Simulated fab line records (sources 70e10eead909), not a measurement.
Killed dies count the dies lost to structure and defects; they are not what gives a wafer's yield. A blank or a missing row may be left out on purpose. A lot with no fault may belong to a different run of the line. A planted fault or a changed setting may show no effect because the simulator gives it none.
fab line records	flow nand_harc	part 1 of 2: steps 1 to 18 of 27
record: lots: 5	wafers: 15	last_day: 34
route steps=1302 shown P_GATE@145
lots that met no fault: from a run of the same line without faults
start_h: hours from the record's opening day to when the first of the lot's shown wafers began	wait_h: hours elapsed since this lot's preceding step	" as in the row above	L1.1+2: a single row standing in for several wafers	- no value, or no start was given	* or withheld: withheld	< > ~ a bound
route shown NAME@n: NAME is a module with steps in the file, n the number in the route of the first one	usual: the fault-free wafers' mean and standard deviation	same: alike in all rows	chamber/n: place in a boat	sites: each site's reading	_std_site: the values' standard deviation	_edge_site: the outer-site mean with the inner-site mean subtracted	radius_mm: how far each site lies from the wafer's centre	mask NAME#n: copy n	behind: the last tool/chamber to shape the wafer	hold: the reason the lot was held/the length of the hold in hours/how it ended	device: whichever transistor did not switch (one of n, p or np)	end of line: the same wafers' tests at the end of the route	a step without rows: its recipe alone	killed: the dies lost at the first sort to structure and to defects; this is not the yield of the wafer	map: shows each die of a wafer: x if killed, . if not, _ if none is there
set.NAME: the setting the step ran with; set.NAME@STEP: the setting that earlier step ran with	model.NAME: the simulator's own value behind a step, which no gauge read
lots at some steps of the route; a table a step, a row a wafer
services: the hour from which a tool's chamber was out of use, counted from the record's first day as start_h (under 0 if before that day), plus the number of hours and why
== steps ==
step: NHARC_P_GATE_ETCH_104
recipe: target_depth_a: 600	time_s: withheld	cf4_flow_sccm: 100	chf3_flow_sccm: 30	ar_flow_sccm: 0	rf_w: 500	bias_w: 200	chemistry: CF4/CHF3
usual: bias_w: 200.1/0.55	chamber_pressure_mTorr: 24.999/0.021	drypump_motor_current_A: 5.8/0.41	oes_product_au: 0.953/0.019	rf_vpp_V: 371.2/2.4	showerhead_plenum_p_Torr: 1.59/0.068	throttle_valve_pct: 16.802/0.009
lot.wafer	tool	chamber	start_h	wait_h	bias_w	chamber_pressure_mTorr	drypump_motor_current_A	oes_product_au	rf_vpp_V	showerhead_plenum_p_Torr	throttle_valve_pct
L078.4	rie_diel-06	2	142.23	0.1	199.3	24.999	5.5	0.984	367.6	1.48	16.797
L078.1	"	3	"	"	200.5	25.021	5.7	0.991	372.8	1.66	16.798
L078.2	"	0	"	"	200.8	25.005	5.5	0.959	370.3	1.61	16.796
L081.3	rie_diel-05	0	165.05	0.1	199.5	25.031	6.1	0.957	369.1	1.57	16.791
L081.1	"	1	"	"	200.2	24.992	6.0	0.955	370.8	1.57	16.809
L081.4	"	2	"	"	200.3	24.967	5.5	0.937	371.3	1.53	16.813
L083.4	rie_diel-12	2	191.63	0.1	199.2	24.985	5.9	0.932	366.4	1.48	16.790
L083.6	"	1	"	"	200.6	24.938	5.8	0.928	371.6	1.61	16.804
L083.5	"	2	"	"	199.0	25.022	5.9	0.919	367.6	1.48	16.796
L089.3	rie_diel-12	2	250.57	0.1	199.6	24.985	5.9	0.962	367.6	1.48	16.810
L089.1	"	1	"	"	200.8	24.989	5.8	0.963	370.0	1.61	16.808
L089.5	"	2	"	"	200.7	25.026	5.9	0.954	366.7	1.48	16.813
L096.3	rie_diel-05	0	320.41	0.1	200.3	25.017	6.1	0.970	369.5	1.57	16.800
L096.4	"	2	"	"	200.4	24.990	5.5	0.952	369.4	1.53	16.799
L096.5	"	0	"	"	200.5	24.976	6.1	0.957	370.8	1.57	16.797
step: NHARC_P_GATE_HM_OPEN_105
recipe: target_depth_a: 3600	o2_flow_sccm: 400	cos_flow_sccm: 20	ar_flow_sccm: 0	rf_w: 500	bias_w: 300	chemistry: O2/COS
usual: bias_w: 300.0/0.79	chamber_pressure_mTorr: 20.001/0.016	drypump_motor_current_A: 5.8/0.42	oes_product_au: 1.001/0.0094	rf_vpp_V: 468/3	showerhead_plenum_p_Torr: 3.16/0.14	throttle_valve_pct: 28.331/0.0096
lot.wafer	tool	chamber	start_h	wait_h	bias_w	chamber_pressure_mTorr	drypump_motor_current_A	oes_product_au	rf_hours_counter_h	rf_vpp_V	showerhead_plenum_p_Torr	throttle_valve_pct
L078.4	rie_diel-06	3	-	-	297.4	20.017	5.8	1.010	0	470	3.29	28.343
L078.2	"	0	"	"	299.6	19.998	5.5	0.992	0	469	3.19	28.333
L078.1	"	1	"	"	299.3	20.010	5.1	1.000	0	469	3.14	28.324
L081.3	rie_diel-05	0	-	-	298.9	20.006	6.1	1.013	4	466	3.12	28.324
L081.4	"	1	"	"	301.5	20.000	6.0	1.019	4	468	3.12	28.325
L081.1	"	2	"	"	300.9	20.015	5.5	1.005	4	466	3.04	28.324
L083.4	rie_diel-12	2	-	-	299.9	20.021	5.9	0.991	5	464	2.94	28.342
L083.6	"	2	"	"	299.5	20.011	5.9	0.993	-	464	2.94	28.343
L083.5	"	3	"	"	298.9	19.993	6.5	0.990	-	471	3.29	28.341
L089.1	rie_diel-12	0	-	-	300.4	20.008	5.9	1.007	11	470	3.31	28.340
L089.3	"	1	"	"	301.5	20.010	5.8	1.006	10	469	3.19	28.322
L089.5	"	0	"	"	300.8	20.005	5.9	0.989	-	471	3.31	28.329
L096.4	rie_diel-05	2	-	-	298.8	19.986	5.5	1.003	3	465	3.03	28.340
L096.3	"	0	"	"	299.8	19.998	6.1	1.022	3	465	3.12	28.306
L096.5	"	2	"	"	300.5	19.994	5.5	1.002	-	463	3.03	28.349
step: NHARC_P_GATE_STRIP_106
recipe: o2_flow_sccm: 400	cos_flow_sccm: 20	ar_flow_sccm: 0	bias_w: 0	chemistry: O2/COS
lot.wafer	tool	chamber	start_h	wait_h
L078.1+4+2	rie_diel-06	3,1,2	-	-
L081.4+1+3	rie_diel-05	3,0,1	-	-
L083.4+6+5	rie_diel-12	2,2,3	-	-
L089.3+1+5	rie_diel-12	0,1,3	-	-
L096.3+4+5	rie_diel-05	1,3,1	-	-
step: NHARC_P_GATE_ETCH_114
recipe: target_depth_a: 300	overetch_a: 30	time_s: 16.5	ion_energy_ev: 100	cf4_flow_sccm: 80	o2_flow_sccm: 20	ar_flow_sccm: 0	rf_w: 300	bias_w: 100	chemistry: CF4/O2
usual: bias_w: 99.96/0.29	chamber_pressure_mTorr: 30.000/0.027	drypump_motor_current_A: 5.8/0.39	oes_product_au: 1.001/0.0095	rf_vpp_V: 198.1/1.4	showerhead_plenum_p_Torr: 1.35/0.059	throttle_valve_pct: 13.395/0.011
lot.wafer	tool	chamber	start_h	wait_h	bias_w	chamber_pressure_mTorr	drypump_motor_current_A	oes_product_au	rf_hours_counter_h	rf_vpp_V	showerhead_plenum_p_Torr	throttle_valve_pct
L078.4	rie_diel-06	0	-	-	100.12	29.983	5.5	0.998	0	199.2	1.37	13.402
L078.1	"	1	"	"	100.53	30.002	5.1	0.998	0	197.9	1.34	13.393
L078.2	"	2	"	"	100.03	30.056	5.5	0.996	0	195.6	1.25	13.398
L081.1	rie_diel-05	3	-	-	100.02	30.027	6.5	1.009	5	200.4	1.43	13.387
L081.3	"	0	"	"	99.74	29.974	6.1	0.999	4	198.1	1.34	13.395
L081.4	"	1	"	"	99.96	29.989	5.9	1.008	4	198.4	1.34	13.404
L083.4	rie_diel-12	0	-	-	100.05	29.997	5.9	1.001	7	199.3	1.42	13.394
L083.6	"	1	"	"	99.64	29.985	5.8	1.001	-	199.2	1.37	13.397
L083.5	"	2	"	"	100.16	29.989	5.9	0.987	-	195.6	1.25	13.378
L089.3	rie_diel-12	3	-	-	100.43	30.023	6.5	1.014	10	199.4	1.41	13.410
L089.1	"	0	"	"	99.60	29.986	5.9	1.007	11	200.3	1.42	13.394
L089.5	"	1	"	"	100.20	29.983	5.8	1.011	-	199.4	1.37	13.408
L096.3	rie_diel-05	2	-	-	100.30	30.021	5.5	1.003	3	196.8	1.30	13.402
L096.4	"	0	"	"	100.30	30.033	6.1	1.012	3	197.2	1.33	13.388
L096.5	"	2	"	"	100.26	29.970	5.5	1.015	-	196.3	1.30	13.379
step: NHARC_P_GATE_ETCH_32
recipe: target_depth_a: 1500	over_etch_frac: 1	over_etch_ion_energy_ev: 40	time_s: 100.1	hbr_flow_sccm: 150	cl2_flow_sccm: 50	rf_w: 400	icp_w: 400	bias_w: 100	chemistry: HBr/Cl2
usual: bias_w: 99.99/0.29	chamber_pressure_mTorr: 15.001/0.014	drypump_motor_current_A: 5.7/0.51	oes_product_au: 1.000/0.0094	throttle_valve_pct: 26.404/0.0087
lot.wafer	tool	chamber	start_h	wait_h	bias_w	chamber_pressure_mTorr	drypump_motor_current_A	oes_product_au	rf_hours_counter_h	throttle_valve_pct
L078.2	rie_si-05	1	142.62	-	99.78	14.993	6.1	1.016	0.0	26.419
L078.4	"	2	"	"	99.27	15.008	5.1	1.019	0.1	26.412
L078.1	"	3	"	"	100.63	15.013	5.9	1.009	0.1	26.392
L081.4	rie_si-05	3	165.43	-	100.25	14.993	5.8	0.994	0.2	26.419
L081.1	"	0	"	"	99.53	15.017	5.0	1.000	0.2	26.416
L081.3	"	1	"	"	99.77	14.976	6.2	1.003	0.2	26.421
L083.4	rie_si-04	0	192.02	-	100.16	15.023	5.8	0.992	0.1	26.401
L083.5	"	3	"	"	99.69	15.025	5.6	0.992	-	26.404
L083.6	"	0	"	"	99.86	15.019	5.8	0.997	-	26.409
L089.3	rie_si-05	0	250.94	-	100.25	15.000	5.0	0.993	0.7	26.409
L089.1	"	2	"	"	100.12	14.977	5.1	0.996	0.6	26.417
L089.5	"	1	"	"	100.04	15.009	6.2	1.011	-	26.398
L096.3	rie_si-02	0	320.80	-	99.74	15.011	6.8	1.007	0.2	26.410
L096.4	"	2	"	"	99.94	14.989	5.3	0.996	0.2	26.417
L096.5	"	3	"	"	100.11	15.006	5.7	0.999	-	26.399
step: NHARC_P_GATE_STRIP_108
recipe: o2_flow_sccm: 500	ar_flow_sccm: 0	bias_w: 0	chemistry: O2
usual: chamber_pressure_mTorr: 60.00/0.056	drypump_motor_current_A: 5.8/0.39	oes_product_au: 1.004/0.01	rf_vpp_V: 57.9/0.82	showerhead_plenum_p_Torr: 3.56/0.15	throttle_valve_pct: 17.037/0.0097
same: bias_w: 0
lot.wafer	tool	chamber	start_h	wait_h	chamber_pressure_mTorr	drypump_motor_current_A	oes_product_au	rf_hours_counter_h	rf_vpp_V	showerhead_plenum_p_Torr	throttle_valve_pct
L078.2	rie_diel-12	2	142.78	-	60.02	5.9	1.000	4	56.5	3.32	17.035
L078.4	"	3	"	"	60.07	6.5	1.000	4	58.9	3.72	17.053
L078.1	"	0	"	"	59.98	5.9	1.002	5	58.3	3.74	17.043
L081.3	rie_diel-12	0	165.58	-	59.98	5.9	0.985	6	57.0	3.74	17.040
L081.1	"	1	"	"	60.00	5.8	1.009	6	59.4	3.61	17.024
L081.4	"	3	"	"	59.93	6.5	0.996	5	57.7	3.72	17.036
L083.4	rie_diel-12	3	192.19	-	59.99	6.5	0.998	6	59.3	3.72	17.037
L083.6	"	1	"	"	60.08	5.8	1.009	-	56.3	3.61	17.051
L083.5	"	2	"	"	59.98	5.9	1.002	-	57.8	3.32	17.038
L089.3	rie_diel-05	1	251.10	-	60.05	6.0	1.010	0	57.6	3.53	17.040
L089.1	"	0	"	"	59.97	6.1	1.007	0	58.2	3.52	17.037
L089.5	"	3	"	"	60.04	6.5	1.005	-	58.7	3.78	17.042
L096.4	rie_diel-06	3	320.96	-	60.04	5.7	1.040	0	57.6	3.71	17.026
L096.3	"	0	"	"	60.05	5.5	1.009	0	58.3	3.60	17.031
L096.5	"	3	"	"	59.94	5.7	1.035	-	58.6	3.71	17.034
step: NHARC_P_GATE_CD_MEAS_33
usual: cd_nm: 120.4/3
lot.wafer	tool	chamber	start_h	wait_h	cd_nm
L078.1	cd_sem-01	-	142.94	-	121.6
L078.2	"	-	"	"	123.1
L078.4	"	-	"	"	122.6
L081.1	cd_sem-02	-	165.75	-	125.6
L081.3	"	-	"	"	117.7
L081.4	"	-	"	"	123.3
L083.4	cd_sem-02	-	192.34	-	118.6
L083.5	"	-	"	"	119.9
L083.6	"	-	"	"	120.0
L089.1	cd_sem-03	-	251.31	0.2	121.1
L089.3	"	-	"	"	120.0
L089.5	"	-	"	"	120.5
L096.3	cd_sem-01	-	321.13	-	122.1
L096.4	"	-	"	"	124.5
L096.5	"	-	"	"	127.2
step: NHARC_P_GATE_STRIP_35
recipe: time_s: 600	temp_c: 130	chemistry: SPM
usual: bath_guard_temp_C: 129.9/0.54
lot.wafer	tool	chamber	start_h	wait_h	bath_guard_temp_C
L078.2	wet_bench-03	5	143.04	0.1	129.2
L078.4	"	0	"	"	129.4
L078.1	"	1	"	"	129.3
L081.3	wet_bench-03	2	165.85	0.1	129.9
L081.4	"	3	"	"	129.1
L081.1	"	5	"	"	129.3
L083.6	wet_bench-06	2	192.42	0.1	130.4
L083.5	"	3	"	"	129.2
L083.4	"	5	"	"	129.9
L089.1	wet_bench-06	2	251.40	0.1	130.7
L089.5	"	4	"	"	129.9
L089.3	"	5	"	"	129.7
L096.5	wet_bench-09	0	321.21	0.1	130.1
L096.4	"	1	"	"	129.5
L096.3	"	2	"	"	129.4
step: NHARC_P_GATE_PRECLEAN_73
recipe: time_s: *	temp_c: 50	bath_age_min: 0	chemistry: SC1
usual: bath_guard_temp_C: 49.9/0.54
lot.wafer	tool	chamber	start_h	wait_h	bath_guard_temp_C
L078.2	wet_bench-03	5	-	-	49.3
L078.4	"	0	"	"	49.6
L078.1	"	1	"	"	49.8
L081.3	wet_bench-03	2	-	-	50.2
L081.4	"	3	"	"	49.0
L081.1	"	5	"	"	49.6
L083.6	wet_bench-06	2	-	-	50.5
L083.5	"	3	"	"	49.0
L083.4	"	5	"	"	49.5
L089.1	wet_bench-06	2	-	-	50.5
L089.5	"	4	"	"	49.8
L089.3	"	5	"	"	49.8
L096.5	wet_bench-09	0	-	-	50.4
L096.4	"	1	"	"	49.6
L096.3	"	2	"	"	50.1
step: NHARC_P_GATE_SRD_74
lot.wafer	tool	chamber	start_h	wait_h
L078.2+4+1	wet_bench-03	5,0,1	-	-
L081.3+4+1	wet_bench-03	2,3,5	-	-
L083.6+5+4	wet_bench-06	2,3,5	-	-
L089.1+5+3	wet_bench-06	2,4,5	-	-
L096.5+4+3	wet_bench-09	0,1,2	-	-
step: NHARC_P_GATE_ALD_36
recipe: target_thk_a: 200	pulse_time_s: 60	ald_cycles: 223	temp_c: 400	material: SiNx
usual: heater_power_w: 891/96	precursor_pulse_height_rel: 1.001/0.021
lot.wafer	tool	chamber	start_h	wait_h	heater_power_w	precursor_pulse_height_rel
L078.4	ald_sin-04	2	144.53	-	1004	1.029
L078.2	"	3	145.60	-	980	0.941
L078.1	"	0	146.66	-	941	0.997
L081.4	ald_sin-04	0	166.21	-	933	1.032
L081.3	"	1	167.26	-	950	0.976
L081.1	"	2	168.31	-	964	1.036
L083.4	ald_sin-03	0	192.79	-	748	0.992
L083.5	"	0	197.00	-	747	1.052
L083.6	"	1	198.05	-	770	1.015
L089.3	ald_sin-03	0	251.77	-	739	1.024
L089.1	"	1	252.82	-	771	1.035
L089.5	"	0	255.96	-	760	1.020
L096.3	ald_sin-04	1	321.58	-	962	1.009
L096.4	"	0	324.82	-	902	0.989
L096.5	"	1	325.90	-	951	0.984
step: NHARC_P_GATE_ETCHBACK_37
recipe: target_depth_a: 345	time_s: 17.2	chf3_flow_sccm: 50	o2_flow_sccm: 10	ar_flow_sccm: 200	rf_w: 500	bias_w: 200	chemistry: CHF3/O2
usual: bias_w: 200.0/0.61	chamber_pressure_mTorr: 25.001/0.023	drypump_motor_current_A: 5.8/0.38	oes_product_au: 0.95/0.033	rf_vpp_V: 371.1/2.4	showerhead_plenum_p_Torr: 2.42/0.1	throttle_valve_pct: 20.572/0.01
lot.wafer	tool	chamber	start_h	wait_h	bias_w	chamber_pressure_mTorr	drypump_motor_current_A	oes_product_au	rf_hours_counter_h	rf_vpp_V	showerhead_plenum_p_Torr	throttle_valve_pct
L078.4	rie_diel-05	2	-	-	200.2	24.995	5.5	0.98	3.5	368.3	2.34	20.576
L078.1	"	0	"	"	200.7	24.996	6.1	1.00	3.0	369.6	2.40	20.579
L078.2	"	1	"	"	200.6	25.001	6.0	1.01	3.3	371.3	2.40	20.571
L081.1	rie_diel-12	2	-	-	200.1	24.974	5.9	0.92	4.4	367.1	2.26	20.586
L081.4	"	3	"	"	200.6	25.025	6.5	0.92	4.8	373.7	2.53	20.572
L081.3	"	0	"	"	199.4	24.995	5.9	0.92	6.1	373.7	2.55	20.579
L083.5	rie_diel-05	1	-	-	200.0	24.990	6.0	1.00	-	371.0	2.40	20.578
L083.6	"	3	"	"	200.1	25.014	6.4	1.00	-	373.5	2.58	20.585
L083.4	"	0	"	"	200.6	24.962	6.1	1.00	-	371.5	2.40	20.578
L089.3	rie_diel-12	1	-	-	200.5	25.006	5.8	0.94	10.1	370.0	2.46	20.573
L089.1	"	3	"	"	200.8	25.028	6.5	0.94	9.7	373.7	2.53	20.576
L089.5	"	0	"	"	198.9	25.050	5.9	0.94	-	374.7	2.54	20.574
L096.4	rie_diel-06	3	-	-	200.1	24.968	5.8	0.95	1.3	371.5	2.52	20.562
L096.3	"	0	"	"	199.6	25.027	5.5	0.93	0.7	370.2	2.45	20.573
L096.5	"	3	"	"	199.7	25.047	5.8	0.95	-	372.9	2.53	20.571
step: NHARC_P_GATE_STRIP_101
recipe: time_s: 20	o2_flow_sccm: 500	ar_flow_sccm: 0	bias_w: 0	chemistry: O2
usual: chamber_pressure_mTorr: 60.01/0.056	drypump_motor_current_A: 5.9/0.39	oes_product_au: 1.003/0.0093	rf_vpp_V: 57.9/0.91	showerhead_plenum_p_Torr: 3.57/0.15	throttle_valve_pct: 17.036/0.0082
same: bias_w: 0
lot.wafer	tool	chamber	start_h	wait_h	chamber_pressure_mTorr	drypump_motor_current_A	oes_product_au	rf_hours_counter_h	rf_vpp_V	showerhead_plenum_p_Torr	throttle_valve_pct
L078.4	rie_diel-05	3	153.11	0.1	59.93	6.5	1.012	4.0	58.6	3.78	17.020
L078.1	"	0	"	"	59.98	6.1	1.019	3.0	57.4	3.53	17.022
L078.2	"	1	"	"	59.95	6.0	1.020	3.3	56.4	3.53	17.030
L081.1	rie_diel-12	1	175.78	0.1	60.06	5.8	1.006	5.7	57.6	3.61	17.037
L081.3	"	2	"	"	59.95	5.9	0.990	4.4	55.7	3.32	17.030
L081.4	"	3	"	"	60.02	6.5	0.980	4.8	57.7	3.72	17.032
L083.4	rie_diel-05	1	202.40	0.0	59.92	6.0	1.008	-	56.7	3.53	17.055
L083.6	"	3	"	"	59.97	6.5	1.001	-	59.1	3.78	17.030
L083.5	"	0	"	"	59.99	6.1	1.006	-	56.8	3.53	17.030
L089.3	rie_diel-12	2	261.32	0.1	59.95	5.9	0.992	8.8	56.4	3.32	17.034
L089.1	"	3	"	"	59.98	6.5	0.994	9.7	58.2	3.71	17.024
L089.5	"	2	"	"	59.95	5.9	0.992	-	58.8	3.32	17.044
L096.3	rie_diel-06	3	331.33	0.1	59.95	5.7	1.014	1.3	59.3	3.71	17.027
L096.4	"	0	"	"	60.10	5.5	1.011	0.7	59.6	3.60	17.034
L096.5	"	3	"	"	60.10	5.7	1.027	-	59.1	3.70	17.033
step: NHARC_P_GATE_PRECLEAN_97
recipe: time_s: 600	temp_c: 120	chemistry: SPM
usual: bath_guard_temp_C: 120.0/0.56
lot.wafer	tool	chamber	start_h	wait_h	bath_guard_temp_C
L078.2	wet_bench-03	7	153.21	-	120.8
L078.4	"	2	"	"	120.2
L078.1	"	3	"	"	119.0
L081.4	wet_bench-09	3	175.88	-	119.4
L081.1	"	4	"	"	119.2
L081.3	"	6	"	"	120.5
L083.6	wet_bench-06	6	202.51	-	120.7
L083.5	"	7	"	"	120.3
L083.4	"	1	"	"	120.6
L089.1	wet_bench-06	3	261.44	-	119.5
L089.5	"	4	"	"	119.9
L089.3	"	5	"	"	119.6
L096.3	wet_bench-06	6	331.44	-	120.1
L096.4	"	0	"	"	119.4
L096.5	"	1	"	"	120.2
step: NHARC_P_GATE_SRD_98
lot.wafer	tool	chamber	start_h	wait_h
L078.2+4+1	wet_bench-03	7,2,3	-	-
L081.4+1+3	wet_bench-09	3,4,6	-	-
L083.6+5+4	wet_bench-06	6,7,1	-	-
L089.1+5+3	wet_bench-06	3,4,5	-	-
L096.3+4+5	wet_bench-06	6,0,1	-	-
step: NHARC_P_GATE_PRECLEAN_99
recipe: time_s: *	temp_c: 50	bath_age_min: 0	chemistry: SC1
usual: bath_guard_temp_C: 50.0/0.53
lot.wafer	tool	chamber	start_h	wait_h	bath_guard_temp_C
L078.2	wet_bench-03	7	-	-	51.2
L078.4	"	2	"	"	50.3
L078.1	"	3	"	"	49.4
L081.4	wet_bench-09	3	-	-	49.0
L081.1	"	4	"	"	49.6
L081.3	"	6	"	"	50.5
L083.6	wet_bench-06	6	-	-	50.6
L083.5	"	7	"	"	50.1
L083.4	"	1	"	"	50.5
L089.1	wet_bench-06	3	-	-	49.1
L089.5	"	4	"	"	50.1
L089.3	"	5	"	"	49.8
L096.3	wet_bench-06	6	-	-	50.7
L096.4	"	0	"	"	49.2
L096.5	"	1	"	"	50.4
step: NHARC_P_GATE_SRD_100
lot.wafer	tool	chamber	start_h	wait_h
L078.2+4+1	wet_bench-03	7,2,3	-	-
L081.4+1+3	wet_bench-09	3,4,6	-	-
L083.6+5+4	wet_bench-06	6,7,1	-	-
L089.1+5+3	wet_bench-06	3,4,5	-	-
L096.3+4+5	wet_bench-06	6,0,1	-	-
step: NHARC_P_GATE_DEHYDRATE_38
recipe: temp_c: 150	time_s: 120
usual: chill_plate_temp_C: 23.00/0.11	exhaust_pa: 45.3/0.83
lot.wafer	tool	chamber	start_h	wait_h	chill_plate_temp_C	exhaust_pa
L078.1	litho_track-05	0	153.61	-	22.84	44.0
L078.2	"	0	"	"	22.91	45.2
L078.4	"	0	"	"	23.01	46.2
L081.1	litho_track-03	0	176.28	-	23.08	44.9
L081.3	"	0	"	"	22.90	45.7
L081.4	"	0	"	"	22.96	45.2
L083.4	litho_track-05	0	202.89	-	23.01	45.2
L083.5	"	0	"	"	23.06	45.3
L083.6	"	0	"	"	22.77	44.6
L089.1	litho_track-03	0	261.82	-	22.96	44.5
L089.3	"	0	"	"	23.16	43.7
L089.5	"	0	"	"	22.95	44.5
L096.3	litho_track-07	0	331.82	-	23.04	45.2
L096.4	"	0	"	"	23.07	45.7
L096.5	"	0	"	"	22.91	45.5
